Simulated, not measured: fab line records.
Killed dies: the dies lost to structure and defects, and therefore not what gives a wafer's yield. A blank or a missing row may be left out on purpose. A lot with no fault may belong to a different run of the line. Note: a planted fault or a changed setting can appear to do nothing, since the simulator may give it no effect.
Problem report in the 8D (eight disciplines) form, filled by code    flow n5Finfet    the parts of the form that need people (team, actions taken, sign-off) are left out

1. WHAT WENT WRONG
Wafers without a fault read 202.1 nm, standard deviation 0.61; cdNm at N5_HKMG_FIN_CD_MEAS_49 reads a mean of 222.6 nm on 4 wafers belonging to 3 lots. Relative to the usual mean, that is a shift of +34 standard deviations.
The step: target cd 202 nm.
Earliest sighting: wafer L160.5 on cdSem-01 at day 6 04:55. At this step, 27 wafers from 10 lots have a number in the record. By rule, "out" or "out of limits" means more than 4 standard deviations away from the usual mean. The other wafers with a number count as sound.

2. WHAT IT IS AND WHAT IT IS NOT
question                     is                              is not
which readings at this step  cdNm                            -
which lots                   L160, L164, L167                L154, L156, L157, L168, L170, L173, L175
which wafers of those lots   L160.5, L164.2, L167.2, L167.5  L160.6, L164.4
read on which gauges         cdSem-01, cdSem-03              cdSem-02
when                         from day 6 04:55                up to then (10 sound wafers); but 13 sound wafers of L164, L168, L170, L173, L175 came after

3. THE SUSPECTS, EACH WITH WHAT RULES IT OUT
Counting: a tool at a process step up to the reading stays a suspect if it ran every lot that is out. Sound lots after the first of them don't rule it out here, since some wafers of a struck lot are sound.
- ruled out: the gauge at N5_HKMG_FIN_CD_MEAS_49. Those wafers that are out were read across 2 gauges (cdSem-01, cdSem-03).
- arfiScanner-01 at N5_HKMG_FIN_EXPOSE_46 (exposes mask NDIPOLE): kept. It processed each lot that is out (first: L160, day 6 04:49); up to then, its last sound lot is L157 (day 5 08:17).
After counting, what remains is arfiScanner-01 at N5_HKMG_FIN_EXPOSE_46.

4. THE CAUSE (what the simulator had put in)
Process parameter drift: arfiScanner-01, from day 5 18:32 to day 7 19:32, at N5_HKMG_FIN_EXPOSE_46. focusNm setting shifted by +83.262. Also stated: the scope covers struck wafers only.
Only this tool survived the counting.

5. THE EFFECT CHAIN, in route order
One row per reading whose mean, taken over the struck wafers that have a number, lies over 3 standard deviations from the usual. Only readings whose record carries a usual standard deviation are examined. hours: median over the lots of the time between each lot's start at the first step of this table that gives one and its start at this step. sigmas: the change, counted in usual standard deviations.
hours  step                    reading  usual     on struck wafers  change  sigmas
0      N5_HKMG_FIN_CD_MEAS_49  cdNm     202.1 nm  222.6             +20.5   +34
Later measuring or inspecting steps at which every struck wafer that the step has a row for has a number for every such reading, and none has moved that far: N5_BEOL_M4_RC_MEAS_101.

6. WHAT WOULD HAVE CAUGHT IT SOONER
Counted from the fault's start at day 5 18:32, it took 10 hours until the first out-of-limits reading at a measuring or inspecting step in this record, taken at day 6 04:55.
Among the 3 lots that are out, L164, L167 began N5_HKMG_FIN_EXPOSE_46 on arfiScanner-01 after day 6 04:55. A hold on the tool at that time would have spared those 2.
